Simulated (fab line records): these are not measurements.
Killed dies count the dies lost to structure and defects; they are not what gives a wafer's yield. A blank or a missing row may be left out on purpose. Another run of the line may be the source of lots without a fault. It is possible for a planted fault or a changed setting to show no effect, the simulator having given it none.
What tool caused it? -- flow n5 finfet -- 30 wafers from 10 lots sampled at 2 of the route's 1938 steps

WHAT THE GAUGES SHOWED, per wafer
N5_BEOL_M9_OVL_MEAS_29.
lot,measured,on,V8_OVL (nm)
L990,day 9 16:53,overlay-01,0.3 0.6 1.1
L992,day 9 21:54,overlay-02,-0.1 0.2 0.1
L995,day 10 16:59,overlay-02,0.8 0.6 -0.3
L101,day 12 08:17,overlay-01,-0.8 -0.8 -0.8
L104,day 13 08:08,overlay-01,-0.2 0.8 -0.6
L106,day 13 07:40,overlay-02,-0.2 -0.5 0.9
L105,day 13 08:19,overlay-02,-0.1 -0.5 0.8
L110,day 15 07:46,overlay-01,-0.2 0.2 -1.0
L112,day 15 23:25,overlay-01,0.0 -1.0 -0.2
L111,day 16 00:55,overlay-02,1.2 1.1 -0.5

EACH LOT AND THE TOOL THAT RAN IT (in order: tool; ch and the chambers of the sampled wafers; start)
lot,N5_BEOL_M9_STRIP_19
L990,"rie diel-06 ch 1,2,3, day 9 16:26"
L992,"rie diel-06 ch 1,2, day 9 21:29"
L995,"rie diel-05 ch 0,2,3, day 10 13:09"
L101,"rie diel-04 ch 0,1,2, day 12 07:12"
L104,"rie diel-06 ch 0,1,2, day 13 05:56"
L106,"rie diel-06 ch 1,3, day 13 06:24"
L105,"rie diel-06 ch 0,1,3, day 13 07:05"
L110,"rie diel-04 ch 0,2,3, day 15 06:47"
L112,"rie diel-06 ch 0,1, day 15 20:31"
L111,"rie diel-05 ch 0,1,2, day 16 00:23"
- N5_BEOL_M9_STRIP_19: strips in O2.

THE ANSWER, worked out from the rows above alone
Rule: usual is defined by the lots themselves. Put in order of their means at a reading, lots are off if they are a third of the lots or fewer, leave a main group of 4 or more, and stand apart from it by a gap of 3 or more times the standard deviation of the main group's means; of several such gaps the widest counts. A main group is skipped when, at the precision printed for the reading in the tables above, its means are all equal. A lot without any number at a reading at which 4 lots or more have one is off too. Any other lot the step has rows for is counted as sound.
Nothing can be told from this: no lot is off at any reading shown.

WHAT THE SIMULATOR HAD PUT IN
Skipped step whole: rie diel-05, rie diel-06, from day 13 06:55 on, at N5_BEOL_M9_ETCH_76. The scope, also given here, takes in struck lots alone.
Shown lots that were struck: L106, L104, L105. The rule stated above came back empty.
